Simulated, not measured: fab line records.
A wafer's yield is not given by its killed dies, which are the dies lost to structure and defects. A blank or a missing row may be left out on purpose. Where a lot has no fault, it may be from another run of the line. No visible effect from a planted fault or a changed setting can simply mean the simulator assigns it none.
fab line records    flow n5Finfet
record lots=5  wafers=15  lastDay=17
route steps=1938 shown BEOL_M1@832 BEOL_M2@841 PASSIVATION@1936
lots untouched by any fault: they come from a run of this same line in which no faults occurred
startH: the number of hours between the record's first day and the start of the first shown wafer of the lot    waitH: time in hours since the lot's previous step    " identical to the entry in the row above    L1.1+2: several wafers, shown together as one row    - either no value or no given start    * or withheld: withheld    < > ~ a bound
route shown NAME@n: a module of which the file shows steps, and the number in the route of the first    usual: mean/standard deviation of fault-free wafers    same: alike in all rows    chamber/n: place in a boat    sites: each site's reading    _std_site: standard deviation across them    _edge_site: mean of outer sites minus mean of inner sites    radiusMm: how far each site lies from the wafer's centre    mask NAME#n: copy n    behind: the tool/chamber that last shaped the wafer    hold: why the lot went on hold/how many hours it stayed there/how the hold came to an end    device: which transistor (n, p or np) failed to switch    end of line: the route-end tests of the same wafers    a step with no rows: only its recipe    killed: not the wafer's yield, but the dies lost to structure and defects at the first sort    map: shows each die of a wafer: x if killed, . if not, _ if none is there
set.NAME: setting as actually run; set.NAME@STEP: the setting as run at that earlier step    model.NAME: the simulator's own value behind a step, which no gauge read
a table for each step, a row for each wafer; lots at some steps of the route
services: a tool's chamber out of use, with start hour (startH, from the record's first day; less than 0 if before it), hours out, and reason
## steps
# step N5_BEOL_M1_ANNEAL_51
# recipe tempC=225  timeS=90  ambient=N2
# step N5_BEOL_M1_CMP_52
# recipe stopOn=SiOC  tOverpolishS=6.8  downForcePsi=1  platenRpm=50  clearingPlatenDownForcePsi=1.5  clearingPlatenRpm=50  postCmpClean=cuAlkaline  targetThkNm=40  clearingPlatenPadVelocityMS=0.99484  padVelocityMS=0.99484
# step N5_BEOL_M1_PRE_CLEAN_60
# recipe gas=NH3/H2  timeS=15  tempC=*  rfPowerW=300
# step N5_BEOL_M1_CO_CAP_55
# recipe material=Co  targetThkA=20  tempC=200  precursor=CCTBA/H2  pressureTorr=30  timeS=102.1
# step N5_BEOL_M1_PRE_CLEAN_56
# recipe gas=NH3  timeS=15  tempC=withheld  rfPowerW=300
# step N5_BEOL_M1_DEP_57
# recipe material=SiCN  targetThkA=80  tempC=withheld  precursor=3MS/NH3  pressureTorr=3  rfW=202  timeS=14
# step N5_BEOL_M2_ILD_DEP_00
# recipe material=SiOC  targetThkA=790  tempC=350  precursor=DEMS/O2  pressureTorr=5  rfW=500  timeS=15.3
# step N5_BEOL_M2_PECVD_72
# recipe material=SiO2  targetThkA=160  tempC=400  precursor=TEOS/O2  pressureTorr=5.5  rfW=450  teosFlowSccm=53.8  gas=O2  flowSccm=3000  timeS=18
# step N5_BEOL_M2_HM_DEP_02
# recipe material=TiN  targetThkA=200  tempC=25  chamberPressurePa=0.49996
# usual substrateTempC=25.00/0.091  throttleValvePct=29.7/1.2
lot.wafer  tool           chamber  startH  waitH  substrateTempC  throttleValvePct  model.TiN_of_BEOL_M2_HM_DEP_02.thkNm
L183.3     pvdSputter-01  -        150.00  0.1    25.08           31.1              19.6
L183.4     "              -        "       "      24.99           28.4              19.8
L183.6     "              -        "       "      24.98           30.9              19.8
L187.1     pvdSputter-01  -        189.72  0.0    24.91           30.0              27.6
L187.3     "              -        "       "      24.96           28.4              27.2
L187.6     "              -        "       "      25.07           29.9              27.8
L191.3     pvdSputter-01  -        197.79  4.9    25.08           30.9              27.4
L191.4     "              -        "       "      24.94           29.8              27.8
L191.5     "              -        "       "      25.01           30.8              27.6
L189.2     pvdSputter-01  -        198.69  2.2    25.04           28.0              27.8
L189.5     "              -        "       "      25.03           28.0              27.8
L189.6     "              -        "       "      25.02           31.1              27.6
L203.1     pvdSputter-02  -        275.03  0.4    24.90           29.0              20.4
L203.3     "              -        "       "      25.16           31.1              20.4
L203.6     "              -        "       "      24.87           31.1              20.2
# step N5_BEOL_M2_COAT_61
# recipe resist=SOC  tempC=250  timeS=60  spinRpm=1500  resistThkNm=60
# step N5_BEOL_M2_COAT_62
# recipe resist=SiARC  tempC=220  timeS=60  spinRpm=1500  resistThkNm=12
# step N5_BEOL_M2_COAT_73
# recipe resist=underlayer  tempC=205  timeS=60  spinRpm=1500  resistThkNm=5
# step N5_BEOL_M2_COAT_05
# recipe resist=CAR-EUV  spinRpm=1500  resistThkNm=30
# step N5_BEOL_M2_EBR_07
# recipe solvent=PGMEA  ebrWidthMm=1.5
# step N5_BEOL_M2_SOFTBAKE_06
# recipe tempC=110  timeS=60  resist=CAR-EUV
# step N5_BEOL_M2_EXPOSE_08
# recipe maskId=M2  na=0.33  sourceShape=dipole  sigmaInner=0.369  sigmaOuter=0.767  polarization=unpolarized  doseMj=41.25
# step N5_BEOL_M2_PEB_09
# recipe pebTempC=100  pebTimeS=60  resist=CAR-EUV
# step N5_BEOL_M2_DEVELOP_10
# recipe developTimeS=30  developer=TMAH  resist=CAR-EUV  rinseLiquid=surfactantRinse  dry=airSpin  devTempC=23
# step N5_BEOL_M2_DESCUM_16
# recipe chemistry=O2  timeS=7  sourcePowerW=50  biasPowerW=20  pressureMtorr=20  rfFrequencyHz=2.712e+07  tempC=40  resist=CAR-EUV  o2FlowSccm=225
# step N5_BEOL_M2_ETCH_74
# recipe chemistry=N2/H2  target=underlayer  targetDepthA=65  maskMaterial=CAR-EUV  timeS=5.2  ionEnergyEv=200  pressureMtorr=30  sourceW=840  biasW=150  n2FlowSccm=200  h2FlowSccm=200  ends=cleared
# step N5_BEOL_M2_ETCH_63
# recipe chemistry=CF4  target=SiARC  targetDepthA=156  maskMaterial=CAR-EUV  timeS=26  ionEnergyEv=80  pressureMtorr=40  sourceW=545  biasW=36  Ar_flow_sccm=100  cf4FlowSccm=100  ends=cleared
# step N5_BEOL_M2_ETCH_64
# recipe chemistry=N2/H2  target=SOC  targetDepthA=750  overetchA=225  maskMaterial=SiARC  tempC=40  timeS=121.9  ionEnergyEv=200  pressureMtorr=30  sourceW=840  biasW=150  n2FlowSccm=200  h2FlowSccm=200
# step N5_BEOL_M2_STRIP_65
# recipe chemistry=N2/H2  tempC=40  n2FlowSccm=200  h2FlowSccm=200  rfFrequencyHz=6e+07
# step N5_BEOL_M2_STRIP_75
# recipe chemistry=N2/H2  tempC=40  n2FlowSccm=200  h2FlowSccm=200  rfFrequencyHz=6e+07
# step N5_BEOL_M2_STRIP_66
# recipe chemistry=CF4  resist=SiARC  powerW=300  biasPowerW=75  pressureMtorr=50  cf4FlowSccm=150  rfFrequencyHz=6e+07
# step N5_BEOL_M2_HM_OPEN_17
# recipe chemistry=Cl2/BCl3  targetDepthA=200  overetchA=60  target=TiN  maskMaterial=SOC  ionEnergyEv=150  pressureMtorr=10  icpW=1000  biasW=126  Cl2_flow_sccm=53.25  bcl3FlowSccm=21.75  Ar_flow_sccm=25
# usual bcl3FlowSccm=21.75/0.065  drypumpMotorCurrentA=5.8/0.45  oes_ar_750_au=0.78/0.099  oesProductAu=0.67/0.087  throttleValvePct=22.17/0.16
lot.wafer  tool         chamber  startH  waitH  bcl3FlowSccm  drypumpMotorCurrentA  oes_ar_750_au  oesProductAu  rfHoursCounterH  throttleValvePct  model.etch.depthNm
L183.3     rieMetal-02  0        150.80  0.1    21.87         6.1                   0.74           0.63          -                22.23             19.61
L183.4     "            1        "       "      21.66         5.6                   0.95           0.79          -                22.15             19.72
L183.6     "            1        "       "      21.72         5.6                   0.95           0.78          -                22.16             19.83
L187.1     rieMetal-03  0        190.49  0.0    21.81         4.6                   0.77           0.79          35               22.07             25.53
L187.3     "            0        "       "      21.82         4.6                   0.77           0.79          -                22.05             25.56
L187.6     "            1        "       "      21.77         5.9                   0.72           0.70          -                21.60             27.11
L191.3     rieMetal-03  1        198.72  0.1    21.67         5.9                   0.72           0.68          -                21.62             26.93
L191.4     "            0        "       "      21.70         4.6                   0.77           0.79          -                22.06             25.45
L191.5     "            0        "       "      21.75         4.6                   0.77           0.79          -                22.07             25.48
L189.2     rieMetal-02  0        199.58  0.0    21.67         6.1                   0.73           0.74          60               22.01             26.32
L189.5     "            1        "       "      21.73         5.6                   0.91           0.92          -                21.92             27.78
L189.6     "            0        "       "      21.77         6.1                   0.73           0.73          -                22.01             26.38
L203.1     rieMetal-02  1        275.87  0.0    21.76         5.6                   0.88           0.74          14               22.15             20.36
L203.3     "            1        "       "      21.66         5.6                   0.87           0.74          -                22.17             20.42
L203.6     "            0        "       "      21.70         6.1                   0.71           0.61          -                22.24             20.19
# step N5_BEOL_M2_STRIP_19
# recipe chemistry=O2  powerW=400  tempC=40  pressureMtorr=30  rfFrequencyHz=6e+07  biasPowerW=0  overashFraction=0.2  o2FlowSccm=225
# step N5_BEOL_M2_COAT_67
# recipe resist=SOC  tempC=250  timeS=60  spinRpm=1500  resistThkNm=60
# step N5_BEOL_M2_COAT_68
# recipe resist=SiARC  tempC=220  timeS=60  spinRpm=1500  resistThkNm=12
# step N5_BEOL_M2_COAT_76
# recipe resist=underlayer  tempC=205  timeS=60  spinRpm=1500  resistThkNm=5
# step N5_BEOL_M2_COAT_22
# recipe resist=CAR-EUV  spinRpm=1500  resistThkNm=30
# step N5_BEOL_M2_EBR_24
# recipe solvent=PGMEA  ebrWidthMm=1.5
# step N5_BEOL_M2_SOFTBAKE_23
# recipe tempC=110  timeS=60  resist=CAR-EUV
# step N5_BEOL_M2_EXPOSE_25
# recipe maskId=V1  na=0.33  sourceShape=quasar  sigmaInner=0.2  sigmaOuter=0.8  polarization=unpolarized  defocusNm=5  doseMj=63
# step N5_BEOL_M2_TRENCH_ETCH_37
# recipe chemistry=C4F6/O2  targetDepthA=555.55  target=SiOC  timeS=29.2  ionEnergyEv=250  pressureMtorr=30  sourceW=355  biasW=185  Ar_flow_sccm=300  C4F6_flow_sccm=10  O2_flow_sccm=10
# usual C4F6_flow_sccm=10.000/0.027  drypumpMotorCurrentA=5.6/0.47  oes_ar_750_au=0.80/0.056  oesProductAu=0.80/0.056  rfVppV=666/14  showerheadPlenumPTorr=2.85/0.076  throttleValvePct=20.81/0.26
lot.wafer  tool        chamber  startH  waitH  C4F6_flow_sccm  drypumpMotorCurrentA  oes_ar_750_au  oesProductAu  rfHoursCounterH  rfVppV  showerheadPlenumPTorr  throttleValvePct  model.TiN_of_BEOL_M2_HM_DEP_02.thkNm
L183.3     rieDiel-03  0        -       -      10.012          5.5                   0.84           0.84          66               678     2.98                   20.24             17.2
L183.4     "           2        "       "      10.014          5.6                   0.88           0.89          23               657     2.91                   20.45             17.4
L183.6     "           3        "       "      9.998           6.0                   0.76           0.77          -                658     2.84                   20.51             17.4
L187.1     rieDiel-03  3        -       -      10.016          6.0                   0.74           0.75          138              658     2.84                   20.57             25.2
L187.3     "           2        "       "      10.046          5.6                   0.86           0.87          36               660     2.90                   20.48             24.8
L187.6     "           2        "       "      10.003          5.6                   0.86           0.86          -                659     2.90                   20.49             25.4
L191.3     rieDiel-06  1        -       -      9.987           4.8                   0.73           0.73          171              688     2.72                   20.97             25
L191.4     "           3        "       "      10.017          6.6                   0.80           0.79          100              668     2.88                   21.08             25.4
L191.5     "           2        "       "      10.005          5.4                   0.81           0.80          -                664     2.77                   20.89             25.2
L189.2     rieDiel-06  2        -       -      10.016          5.4                   0.81           0.80          104              665     2.77                   20.90             25.6
L189.5     "           2        "       "      9.998           5.4                   0.81           0.80          -                666     2.77                   20.89             25.6
L189.6     "           3        "       "      10.017          6.6                   0.80           0.78          -                666     2.88                   21.09             25.2
L203.1     rieDiel-06  2        -       -      9.998           5.4                   0.78           0.77          130              667     2.76                   20.93             18.2
L203.3     "           3        "       "      10.019          6.6                   0.77           0.76          123              667     2.87                   21.11             18.2
L203.6     "           0        "       "      10.045          6.2                   0.82           0.82          -                653     2.79                   21.09             17.8
# step N5_BEOL_M2_OCD_MEAS_38
# usual trenchDepthNm=54.9/1.1
lot.wafer  tool    chamber  startH  waitH  trenchDepthNm
L183.3     ocd-02  -        152.20  -      55.8
L183.4     "       -        "       "      56.3
L183.6     "       -        "       "      56.4
L187.1     ocd-02  -        199.13  -      37.3
L187.3     "       -        "       "      44.9
L187.6     "       -        "       "      54.1
L191.3     ocd-02  -        205.44  -      54.2
L191.4     "       -        "       "      31.4
L191.5     "       -        "       "      35.7
L189.2     ocd-02  -        205.81  -      45.3
L189.5     "       -        "       "      52.7
L189.6     "       -        "       "      51.0
L203.1     ocd-02  -        278.08  -      53.2
L203.3     "       -        "       "      55.0
L203.6     "       -        "       "      55.6
# step N5_PASSIVATION_PROBE_49
# usual defectLimitedYield=91.0/1.5  killed_at_M0_to_M3=33/9.4  killed_at_M4_up=14/4.8  killedAtContacts=13/7.3  killedAtFrontEnd=43/13  killedAtOther=3.6/2.9  killedDies=106/18  killedOnRim=14/4.2  killedOpen=69/13  killedShort=35/8.2  sort_bin_5_function=5.3/1  sort_bin_6_memory=3.3/0.68  sort_bin_8_speed=0.01/0.027  sortNPass=1074/18  sortYieldPct=91.0/1.5
# same grossDies=1180  killedAtBackSide=0  sort_bin_4_leakage[%]=0
lot.wafer  tool       chamber  startH  waitH  defectLimitedYield[%]  killed_at_M0_to_M3  killed_at_M4_up  killedAtContacts  killedAtFrontEnd  killedAtOther  killedDies  killedOnRim  killedOpen  killedShort  sort_bin_5_function[%]  sort_bin_6_memory[%]  sort_bin_8_speed[%]  sortNPass  sortYieldPct[%]
L187.1     prober-02  -        343.10  0.0    59.9                   408                 10               11                38                6              473         105          60          40           36.4                    3.5                   0                    707        59.9
L187.3     prober-02  -        343.20  0.1    75.4                   199                 6                21                51                13             290         53           83          52           19.2                    4.7                   0                    890        75.4
L187.6     prober-02  -        343.35  0.3    88.8                   67                  14               14                30                7              132         26           59          29           7.5                     2.9                   0                    1048       88.8
L191.3     prober-02  -        345.18  0.1    85.2                   88                  8                6                 68                5              175         12           78          40           10.7                    3.5                   0                    1005       85.2
L191.4     prober-02  -        345.23  0.2    51.2                   532                 14               1                 27                2              576         65           50          33           45.8                    2.6                   0                    604        51.2
L191.5     prober-02  -        345.28  0.2    59.3                   425                 10               6                 33                6              480         61           59          36           37.5                    2.7                   0.08                 700        59.3
# killed by level:class
L187.1 BEOL_M2:areaOpen=373 GATE_CUT:geometricParticle:short=10 MOL_CONTACT_COAG:geometricParticle:open=9 FIN_SAQP:geometricParticle:short=8 BEOL_M0_SAQP:geometricParticle:open=8 STI_FIN_REVEAL:geometricParticle:open=7 BEOL_M1:geometricParticle:open=7 BEOL_M0_SAQP:geometricParticle:short=7
L187.3 BEOL_M2:areaOpen=151 STI_FIN_REVEAL:geometricParticle:open=17 MOL_CONTACT_COAG:geometricParticle:open=16 FIN_SAQP:geometricParticle:short=10 BEOL_M0_SAQP:geometricParticle:open=10 BEOL_M0:geometricParticle:short=10 BEOL_M0_SAQP:geometricParticle:short=9 BEOL_M1:geometricParticle:open=8
L187.6 BEOL_M2:areaOpen=37 MOL_CONTACT_COAG:geometricParticle:open=13 BEOL_M0_SAQP:geometricParticle:short=7 BEOL_M3:geometricParticle:open=7 HKMG_FIN:areaEtch=7 FIN_SAQP:geometricParticle:open=5 BEOL_M1:geometricParticle:open=5 BEOL_M0:geometricParticle:short=4
L191.3 BEOL_M2:areaOpen=54 FIN_SAQP:geometricParticle:open=20 FIN_SAQP:geometricParticle:short=13 BEOL_M0_SAQP:geometricParticle:open=11 STI_FIN_REVEAL:geometricParticle:open=7 BEOL_M2:geometricParticle:open=7 MOL_CONTACT_COAG:geometricParticle:open=6 BEOL_M0_SAQP:geometricParticle:short=6
L191.4 BEOL_M2:areaOpen=492 BEOL_M0_SAQP:geometricParticle:short=11 FIN_SAQP:geometricParticle:open=8 BEOL_M0_SAQP:geometricParticle:open=8 BEOL_M4:geometricParticle:open=7 BEOL_M2:geometricParticle:open=4 BEOL_M1:geometricParticle:open=4 FIN_SAQP:geometricParticle:short=3
L191.5 BEOL_M2:areaOpen=382 FIN_SAQP:geometricParticle:open=8 BEOL_M2:geometricParticle:open=8 BEOL_M0_SAQP:geometricParticle:open=7 BEOL_M0_SAQP:geometricParticle:short=6 BEOL_M0:geometricParticle:open=6 GATE_CUT:geometricParticle:short=5 BEOL_M1:geometricParticle:short=5
# map L187.1 (x killed, . not)
_________________.x.xxxxxxxxx________________
______________..x..xxxxxxxxxxxxx_____________
___________......xxxxxxxx.xxxxxxxxx__________
__________......x....xx.x.xxxxxxxxxx_________
________.............x..xx.xxxxxxxxxxx_______
_______.x...x....x...xx.x.x.xxxxxxxxxxx______
______.x.........x.xx.xx.xxxxx.xx.xxxxxx_____
_____.........x.......xx.xx.xx.x.xxxxxxxx____
____..............xx.xx...x.xx.xxxxx.xxxxx___
___.............x........xxxxx..xxxxxxx.xxx__
___..x.x..x................xxx.xxx..xxxxxxx__
__x......xx..........x..x...xx....xxx..xxxxx_
__.x....x.............x.xx...x......x..xxxxx_
_......xx..x...........x........x.xxx..x.xxxx
_..x.....x.......x............xx......xxx.xxx
_.................x..x..................x.xxx
_..x..x....x.xx.x.......................xx.xx
_...xx.....x..xxx...........x...........x.x.x
_..x...xx.x..........x...................xxxx
_xx.x.....x..x....xxx.........x.........xx..x
_xx..x..xxxxx...x..............x.........xx.x
__xxxxx....xxx..x.x.....x......x...x....xx.x_
__x..xxx...xx...........xx...xx....xx.x.x.xx_
___xxxxxxx.....xx....x........xx...xx.xx.xx__
___xxxxx.xx......x...............x.....xxxx__
____xxxxx.x................xx.xx..x.xxxxxx___
_____.x...........x....x.x...xx.xxxxxxxxx____
______...x.....x........x..x....xx.xxxxx_____
_______x..x..x..x.x...........x.xxxxxxx______
________.....x.....x...xx.....xx.xxxxx_______
__________........x...xx.xxxxxxxxxxx_________
___________..x...xxxxxxxxxxxxxxxxxx__________
______________x.xxxxxxxx.xxxxxxx_____________
_________________xxxxxxxxxxxx________________
# map L191.4 (x killed, . not)
_________________.x..x.xxx..x________________
______________.....xxxxxxx..xxxx_____________
___________..x...xxx.xxxxxxxxxx.xxx__________
__________..x.xxx.xx.xxxxx.xxxxxxxxx_________
________xxx....x..xxxxxxxxxxxxxxxxxxxx_______
_______xxx....xx.x.xxxxxxxx.xx.x.x.xxx.______
______x..x.xx.xx.xx...xxxxx..x.xxx...xxx_____
_____xxx.x..x.xx.xxx.xxxxx.x..x..x...x.xx____
____..xx..x...xx.xxxx.xxxx.xxxx..x.xxx.xxx___
___..xx.xx.xxxxxxxxxx.x.xxx.xx....x.....xx.__
___....x.xxxxxx.xxxxxxxxx..x..x.x.x.x.xx...__
__.xx.x.xxx.x.xxxxxxxxx...xxx..xx..x..xx...._
__..xx..xxx.xxxxxxxxxxxxxxx...x..xxxxx.x.x.._
_...xxx..xxxxxxxxxxxxxxxxxx.x.xxx..........xx
_......xxxxxxxxx.xxxxxxxxxxxx.......x........
_.x....xx.xxxxxxxxxx.xxxxxxx.xx.x...x..x.....
_x...x.xx.x.xxxx.x.xxxxxxxx..xx.xxx.x.......x
_...x..xxxxxxxxxx.xxxxxxxxxx.x...xx.x.x..xxx.
_x.xxx.xxx.xxxxxxxx.x....xx.xxxx...........x.
_xxx.xxxxxxxxxx.x..x.xx.x..xxxxxxxx.xxx.x....
_xxx..x.xxxxxxxxxx....x...xxxxxxx.x..x.......
__xxxxxxxxxx..xx.x..x...x.xxx.xx.x.......x.._
__xx..xxxxxx.x..x.xx......x.x..x.x.x..x....._
___xxxxx.x..............x..x.x..x..x.......__
___xxxx.x.xxx....x...........x....x.x..x...__
____xxxxxx..............x.x........x...x..___
_____..x......................x..x....xx.____
______..............................xx.x_____
_______........x..x..x........x.....xxx______
________....x..................x.x.xx._______
__________.......................xx._________
___________........x...x.....xxx...__________
______________......xx..x.....x._____________
_________________..x..xx.x...________________
## services
tool         chamber  startH  hours  kind
rieDiel-06   0        131.05  5.5    repair
rieMetal-03  0        132.05  12.0   repair
rieDiel-06   0        162.38  3.7    repair
rieDiel-06   3        237.05  5.0    repair
rieMetal-03  -        264.13  0.5    repair
## key
firstSign step=N5_BEOL_M2_OCD_MEAS_38  reading=trenchDepthNm  direction=down  sigmas=8.8  usual=54.9  struck=45.2  wafersMoved=6
effect step=N5_PASSIVATION_PROBE_49  reading=killed_at_M0_to_M3  direction=up  sigmas=27  usual=33  struck=286
modelEffect step=N5_BEOL_M2_HM_DEP_02  value=TiN_of_BEOL_M2_HM_DEP_02.thkNm  without=19.98  struck=27.62
modelEffect step=N5_BEOL_M2_HM_OPEN_17  value=etch.depthNm  without=19.94  struck=26.28
modelEffect step=N5_BEOL_M2_TRENCH_ETCH_37  value=TiN_of_BEOL_M2_HM_DEP_02.thkNm  without=17.62  struck=25.27
moreKillsBornAt N5_BEOL_M2_HM_OPEN_17@rieMetal-03=1489
metAt N5_BEOL_M2_HM_DEP_02
struckWafers L187.1,L187.3,L187.6,L189.2,L189.5,L189.6,L191.3,L191.4,L191.5
rowsEnd L189.2,L189.5,L189.6
onsetBetween 150.00 189.72
fault kind=processParameterDrift  tool=pvdSputter-01  chamber=-  onsetH=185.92  steps=N5_BEOL_M2_HM_DEP_02  channel=targetThkA  offset=*  shape=step  actsIn=*  stated=*
# rowsEnd: these wafers met a further fault down the route, and their rows from its step on are left out
